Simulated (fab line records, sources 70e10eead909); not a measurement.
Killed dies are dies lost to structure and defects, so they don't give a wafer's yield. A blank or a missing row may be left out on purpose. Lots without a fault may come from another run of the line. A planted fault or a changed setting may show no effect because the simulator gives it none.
Chamber matching | flow nand_harc | NHARC_P_M1_PRE_CLEAN_32 on pecvd-01: 3 sister chambers
The step time 12 s. 3 wafers are shown with their chamber, then 9 later ones without.

WAFERS WITH THEIR CHAMBER
wafer  | chamber | heater_power_w (W)
L090.4 | 0       | 468
L092.4 | 2       | 618
L092.6 | 1       | 763

WAFERS WITHOUT THEIR CHAMBER
wafer  | heater_power_w (W)
L092.1 | 517
L092.3 | 752
L092.5 | 509
L097.1 | 491
L097.2 | 872
L097.6 | 860
L097.3 | 572
L097.4 | 599
L097.5 | 499

WHICH CHAMBER EACH WENT THROUGH
wafer  | from the rows above     | in truth
L092.1 | can't be placed: 0 or 2 | 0
L092.3 | 1                       | 1
L092.5 | can't be placed: 0 or 2 | 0
L097.1 | can't be placed: 0 or 2 | 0
L097.2 | 1                       | 1
L097.6 | 1                       | 1
L097.3 | can't be placed: 2 or 0 | 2
L097.4 | can't be placed: 2 or 0 | 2
L097.5 | can't be placed: 0 or 2 | 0
Placed correctly: 3 of 9. Can't be placed from these rows: 6 (the true chamber is among the candidates in 6). Placed wrongly: 0.
How it was worked out, from the rows above alone: a wafer's distance from a chamber is the root of the sum, over the readings, of the square of ((its reading less the chamber's mean) divided by the reading's scatter). The wafer belongs to the nearest chamber; if the next one is less than 2 further off, it can't be placed. A chamber's mean is the mean of its shown wafers. The scatter: with one shown wafer a chamber, the root of the mean of the squares of how far each hidden wafer lies from its nearest shown one.
